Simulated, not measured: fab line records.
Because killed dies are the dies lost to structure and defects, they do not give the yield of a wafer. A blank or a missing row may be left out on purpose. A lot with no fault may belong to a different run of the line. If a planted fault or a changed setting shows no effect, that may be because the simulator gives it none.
Chamber matching + flow nandHarc + 3 sister chambers for NHARC_P_M0_PRE_CLEAN_31 on pecvd-04
The step time 12 s. 22 wafers are shown with their chamber, then 11 later ones without.

## WAFERS WITH THEIR CHAMBER
| wafer  | chamber | heaterPowerW (W) | rfFwdPowerW (W) |
|--------|---------|------------------|-----------------|
| L077.1 | 1       | 490              | 292.2           |
| L077.4 | 1       | 486              | 290.9           |
| L077.5 | 0       | 753              | 292.7           |
| L079.2 | 0       | 626              | 293.7           |
| L079.3 | 0       | 614              | 292.0           |
| L079.5 | 1       | 589              | 291.1           |
| L080.1 | 1       | 551              | 294.1           |
| L080.2 | 0       | 728              | 292.6           |
| L080.5 | 1       | 556              | 293.4           |
| L082.1 | 2       | 603              | 293.2           |
| L082.4 | 2       | 592              | 292.1           |
| L082.6 | 0       | 738              | 293.0           |
| L085.2 | 0       | 695              | 292.8           |
| L085.5 | 2       | 560              | 292.7           |
| L085.6 | 1       | 495              | 292.4           |
| L086.2 | 1       | 550              | 292.5           |
| L086.4 | 0       | 750              | 292.5           |
| L086.5 | 1       | 541              | 292.0           |
| L087.2 | 0       | 680              | 293.4           |
| L087.3 | 0       | 687              | 292.8           |
| L087.4 | 1       | 571              | 292.8           |
| L091.1 | 1       | 603              | 291.9           |

SIGNATURES (averages over the wafers above)
| reading      | chamber 0 | chamber 1 | chamber 2 | scatter within a chamber |
|--------------|-----------|-----------|-----------|--------------------------|
| heaterPowerW | 696.78    | 543.20    | 585.00    | 44.2                     |
| rfFwdPowerW  | 292.833   | 292.330   | 292.667   | 0.76                     |
Rule: for a wafer and a chamber, the distance is found by dividing, reading by reading, the gap between the wafer's reading and the chamber's mean by the reading's scatter, squaring, summing and taking the root. The wafer belongs to the nearest chamber; if the next one is less than 2 further off, it can't be placed. The scatter: the root of (the sum of the squares of (reading less its chamber's mean) over the shown wafers, divided by (wafers less chambers)).

## WAFERS WHOSE CHAMBER IS MISSING
| wafer  | heaterPowerW (W) | rfFwdPowerW (W) |
|--------|------------------|-----------------|
| L091.3 | 753              | 291.9           |
| L091.4 | 635              | 293.3           |
| L094.2 | 573              | 292.8           |
| L094.5 | 710              | 290.7           |
| L094.6 | 584              | 292.5           |
| L095.1 | 660              | 292.0           |
| L095.4 | 648              | 292.4           |
| L095.5 | 644              | 291.6           |
| L097.1 | 520              | 293.8           |
| L097.2 | 604              | 292.0           |
| L097.6 | 518              | 294.3           |

## EACH ONE'S CHAMBER
| wafer  | from the rows above          | in truth |
|--------|------------------------------|----------|
| L091.3 | 0                            | 0        |
| L091.4 | can't be placed: 2 or 0 or 1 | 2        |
| L094.2 | can't be placed: 2 or 1      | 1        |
| L094.5 | can't be placed: 0 or 2 or 1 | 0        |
| L094.6 | can't be placed: 2 or 1      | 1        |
| L095.1 | can't be placed: 0 or 2 or 1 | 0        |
| L095.4 | can't be placed: 0 or 2 or 1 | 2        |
| L095.5 | can't be placed: 2 or 0 or 1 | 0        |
| L097.1 | can't be placed: 1 or 2      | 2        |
| L097.2 | can't be placed: 2 or 1 or 0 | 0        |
| L097.6 | can't be placed: 2 or 1 or 0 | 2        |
Placed correctly: 1 of 11. These rows do not allow placing 10 (true chamber among the candidates in 10). Placed wrongly: 0.
